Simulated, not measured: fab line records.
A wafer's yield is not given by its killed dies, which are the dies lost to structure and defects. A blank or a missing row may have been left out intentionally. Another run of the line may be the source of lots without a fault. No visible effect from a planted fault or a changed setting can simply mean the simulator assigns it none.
What tool caused it?    flow nand_harc    11 lots, 33 wafers sampled, at 5 steps of a route of 1159

## WHAT THE GAUGES READ, wafer by wafer
NHARC_END_SORT_01. Usual: killed_at_array 28, standard deviation 11; killed_at_other 0.9, standard deviation 1.2; killed_at_periphery 2.6, standard deviation 2.1; killed_dies 31, standard deviation 11; killed_open 3.1, standard deviation 1.7; killed_short 1.9, standard deviation 1.3.
lot   measured      on         killed_at_array  killed_at_other  killed_at_periphery  killed_dies  killed_open  killed_short  flag
L116  day 24 12:37  prober-02  23 32 37         0 0 0            2 0 1                25 32 38     2 3 6        1 2 3         
L115  day 24 06:23  prober-01  8                0                2                    10           0            0             
L118  day 25 18:23  prober-01  19 29 19         0 0 0            3 2 2                22 31 21     1 3 3        2 1 1         

## EACH LOT AND THE TOOL THAT RAN IT (in order: tool; ch and the chambers of the sampled wafers; start)
lot   NHARC_A_CHANNEL_HOLE_D1_ETCH_21   NHARC_A_CHANNEL_HOLE_D1_STRIP_27               NHARC_A_CHANNEL_FILL_D1_ETCHBACK_08  NHARC_A_CHANNEL_FILL_D1_STRIP_29
L106  har_etch-01 ch 0,1, day 7 18:27   rie_diel-12 ch 0,1, day 9 18:18 or earlier     rie_diel-03 ch 1,2,3, day 9 18:18    rie_diel-03 ch 0,2,3, no start
L111  har_etch-02 ch 0,1, day 9 10:29   rie_diel-10 ch 1,2, day 11 09:26 or earlier    rie_diel-03 ch 0,1, day 11 09:26     rie_diel-03 ch 0,1,3, no start
L112  har_etch-02 ch 0,1, day 10 05:54  rie_diel-10 ch 0,1,3, day 12 13:59 or earlier  rie_diel-03 ch 0,1,3, day 12 13:59   rie_diel-03 ch 1,2,3, no start
L116  har_etch-01 ch 0,1, day 10 17:38  rie_diel-10 ch 0,1,3, day 12 18:31 or earlier  rie_diel-03 ch 1,2, day 12 18:31     rie_diel-03 ch 1,3, day 24 12:37 or earlier
L115  har_etch-02 ch 0,1, day 10 18:26  rie_diel-12 ch 2,3, day 12 18:28 or earlier    rie_diel-07 ch 1,2,3, day 12 18:28   rie_diel-07 ch 0,1, day 24 06:23 or earlier
L120  har_etch-01 ch 0,1, day 11 12:14  rie_diel-12 ch 2,3, day 13 11:26 or earlier    rie_diel-07 ch 0,2,3, day 13 11:26   rie_diel-07 ch 0,1,2, no start
L118  har_etch-02 ch 0,1, day 11 12:24  rie_diel-01 ch 0,1,2, day 13 11:31 or earlier  rie_diel-04 ch 0,1,3, day 13 11:31   rie_diel-04 ch 0,2,3, day 25 18:23 or earlier
L123  har_etch-01 ch 0,1, day 12 21:04  rie_diel-10 ch 0,2,3, day 14 21:11 or earlier  rie_diel-07 ch 0,1,2, day 14 21:11   rie_diel-07 ch 0,1,3, no start
L124  har_etch-01 ch 0,1, day 13 01:13  rie_diel-10 ch 0,1, day 15 00:46 or earlier    rie_diel-04 ch 2,3, day 15 00:46     rie_diel-04 ch 0,1,3, no start
L128  har_etch-01 ch 0,1, day 13 12:02  rie_diel-10 ch 0,1,3, day 15 13:49 or earlier  rie_diel-07 ch 0,2,3, day 15 13:49   rie_diel-07 ch 0,1,2, no start
L129  har_etch-02 ch 0,1, day 14 06:37  rie_diel-10 ch 0,1,3, day 16 05:32 or earlier  rie_diel-07 ch 0,3, day 16 05:32     rie_diel-07 ch 1,2,3, no start
- NHARC_A_CHANNEL_HOLE_D1_ETCH_21: etches the open film in C4F8/O2/Ar, time 514.3 s, target depth 1600 nm.
- NHARC_A_CHANNEL_HOLE_D1_STRIP_27: strips in O2.
- NHARC_A_CHANNEL_FILL_D1_ETCHBACK_08: etches the open film in C4F8, target depth 220 nm, time 110 s.
- NHARC_A_CHANNEL_FILL_D1_STRIP_29: strips in O2, time 20 s.

## WHAT THE TOOLS THEMSELVES READ (means of the sampled wafers that have a number; where no wafer has one, the mark that the record gives instead)
NHARC_A_CHANNEL_HOLE_D1_ETCH_21. Usual: drypump_motor_current_A 5.2 A, standard deviation 0.42; mfc_ar_sccm 374.9 sccm, standard deviation 1.2; showerhead_plenum_p_Torr 3.71 Torr, standard deviation 0.11; throttle_valve_pct 32.155 %, standard deviation 0.0087.
lot   tool         drypump_motor_current_A (A)  mfc_ar_sccm (sccm)  showerhead_plenum_p_Torr (Torr)  throttle_valve_pct (%)  flag
L106  har_etch-01  5.0                          375.8               3.69                             32.154                  
L111  har_etch-02  5.6                          374.6               3.70                             32.155                  
L112  har_etch-02  5.2                          374.4               3.78                             32.152                  
L116  har_etch-01  5.1                          373.9               3.72                             32.150                  
L115  har_etch-02  5.2                          373.6               3.77                             32.156                  
L120  har_etch-01  5.1                          374.5               3.72                             32.154                  
L118  har_etch-02  5.2                          374.6               3.77                             32.155                  
L123  har_etch-01  5.0                          374.9               3.65                             32.158                  
L124  har_etch-01  5.1                          375.8               3.70                             32.155                  
L128  har_etch-01  5.1                          375.9               3.70                             32.155                  
L129  har_etch-02  5.6                          374.4               3.67                             32.150                  

NHARC_A_CHANNEL_HOLE_D1_STRIP_27. Usual: drypump_motor_current_A 5.8 A, standard deviation 0.53; mfc_ar_sccm 0.010 sccm, standard deviation 0.017; oes_product_au 1.002 a.u., standard deviation 0.0078; rf_vpp_V 57.7 V, standard deviation 0.9; showerhead_plenum_p_Torr 3.52 Torr, standard deviation 0.12; throttle_valve_pct 17.036 %, standard deviation 0.0093.
lot   tool         drypump_motor_current_A (A)  mfc_ar_sccm (sccm)  oes_product_au (a.u.)  rf_vpp_V (V)  showerhead_plenum_p_Torr (Torr)  throttle_valve_pct (%)  flag
L106  rie_diel-12  5.6                          0.000               1.006                  57.4          3.43                             17.038                  
L111  rie_diel-10  5.7                          0.000               0.996                  57.6          3.52                             17.046                  
L112  rie_diel-10  6.0                          0.013               1.003                  57.7          3.54                             17.030                  
L116  rie_diel-10  6.0                          0.013               0.995                  57.4          3.54                             17.042                  
L115  rie_diel-12  5.3                          0.014               1.000                  57.4          3.63                             17.033                  
L120  rie_diel-12  5.3                          0.014               0.994                  58.1          3.63                             17.039                  
L118  rie_diel-01  5.7                          0.013               1.009                  58.7          3.49                             17.034                  
L123  rie_diel-10  6.4                          0.013               0.999                  58.1          3.51                             17.035                  
L124  rie_diel-10  5.8                          0.025               1.005                  57.6          3.63                             17.031                  
L128  rie_diel-10  6.0                          0.013               1.002                  57.2          3.54                             17.033                  
L129  rie_diel-10  6.0                          0.013               1.001                  57.1          3.54                             17.039                  

NHARC_A_CHANNEL_FILL_D1_ETCHBACK_08. Usual: oes_product_au 0.96 a.u., standard deviation 0.038; rf_fwd_power_W 596.6 W, standard deviation 2.1; rf_vpp_V 441.9 V, standard deviation 2.4; run_length_s 131.2 s, standard deviation 0.38.
lot   tool         oes_product_au (a.u.)  rf_fwd_power_W (W)  rf_vpp_V (V)  run_length_s (s)  flag
L106  rie_diel-03  0.92                   598.7               440.1         131.1             
L111  rie_diel-03  0.92                   598.1               438.6         131.0             
L112  rie_diel-03  0.92                   595.1               440.4         117.7             OFF
L116  rie_diel-03  0.93                   597.4               440.3         117.6             OFF
L115  rie_diel-07  1.01                   596.7               444.3         131.3             
L120  rie_diel-07  0.92                   596.8               444.1         131.5             
L118  rie_diel-04  0.99                   596.5               439.0         131.2             
L123  rie_diel-07  1.00                   596.1               444.5         131.1             
L124  rie_diel-04  1.00                   596.8               440.5         131.4             
L128  rie_diel-07  0.93                   594.8               443.8         131.2             
L129  rie_diel-07  0.92                   597.0               445.1         131.2             

NHARC_A_CHANNEL_FILL_D1_STRIP_29. Usual: drypump_motor_current_A 5.62 A, standard deviation 0.28; mfc_ar_sccm 0.012 sccm, standard deviation 0.013; oes_product_au 1.000 a.u., standard deviation 0.0073; rf_vpp_V 58.0 V, standard deviation 0.94; showerhead_plenum_p_Torr 3.59 Torr, standard deviation 0.14; throttle_valve_pct 17.035 %, standard deviation 0.0095.
lot   tool         drypump_motor_current_A (A)  mfc_ar_sccm (sccm)  oes_product_au (a.u.)  rf_vpp_V (V)  showerhead_plenum_p_Torr (Torr)  throttle_valve_pct (%)  flag
L106  rie_diel-03  5.65                         0.023               0.996                  58.3          3.46                             17.039                  
L111  rie_diel-03  5.73                         0.015               0.995                  57.1          3.47                             17.031                  
L112  rie_diel-03  5.54                         0.027               1.000                  57.8          3.51                             17.037                  
L116  rie_diel-03  5.59                         0.024               0.995                  57.8          3.48                             17.039                  
L115  rie_diel-07  5.49                         0.003               0.999                  57.7          3.73                             17.031                  
L120  rie_diel-07  5.63                         0.003               1.009                  58.3          3.70                             17.031                  
L118  rie_diel-04  5.38                         0.017               0.989                  57.3          3.45                             17.024                  
L123  rie_diel-07  5.55                         0.003               1.000                  58.8          3.75                             17.042                  
L124  rie_diel-04  5.47                         0.016               0.993                  58.3          3.46                             17.028                  
L128  rie_diel-07  5.62                         0.003               0.992                  57.9          3.70                             17.029                  
L129  rie_diel-07  5.68                         0.003               1.007                  58.3          3.72                             17.030                  

## THE ANSWER, worked out from the rows above alone
Rule: take the mean of a lot's wafers that have a number; if it is more than 3 standard deviations from the usual mean, the lot is off. Also off: a lot with no number at a reading for which 4 or more lots have one. The other lots that the step has rows for count as sound. The gauges are gone through in route order, then the tools' own readings, and for those a lot's mean is taken as printed above. At the first step where some lot is off, the reading lying furthest off is the one used; lots without a number count as furthest.
Off, at NHARC_A_CHANNEL_FILL_D1_ETCHBACK_08 on run_length_s: L112, L116.
If a tool, at that step or one of the process steps before it, ran each lot that is off and ran no sound lot following the first of them, it fits. With no start given for some of its lots, NHARC_A_CHANNEL_HOLE_D1_STRIP_27 uses the hours and lot order of NHARC_A_CHANNEL_FILL_D1_ETCHBACK_08. One fits: rie_diel-03 at NHARC_A_CHANNEL_FILL_D1_ETCHBACK_08. Its last sound lot is L111 (day 11 09:26), its first lot that is off L112 (day 12 13:59): a fault that began between those two fits.
On the lots that are off, the tool's own readings at NHARC_A_CHANNEL_FILL_D1_ETCHBACK_08 differ by more than 5 times the standard deviation of the sound lots' means, which bears it out; run_length_s reads 117.7 s there versus 131.2 s on the sound lots.

## WHAT THE SIMULATOR HAD INSERTED
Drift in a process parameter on rie_diel-03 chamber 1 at NHARC_A_CHANNEL_FILL_D1_ETCHBACK_08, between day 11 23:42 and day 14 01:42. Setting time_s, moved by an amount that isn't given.
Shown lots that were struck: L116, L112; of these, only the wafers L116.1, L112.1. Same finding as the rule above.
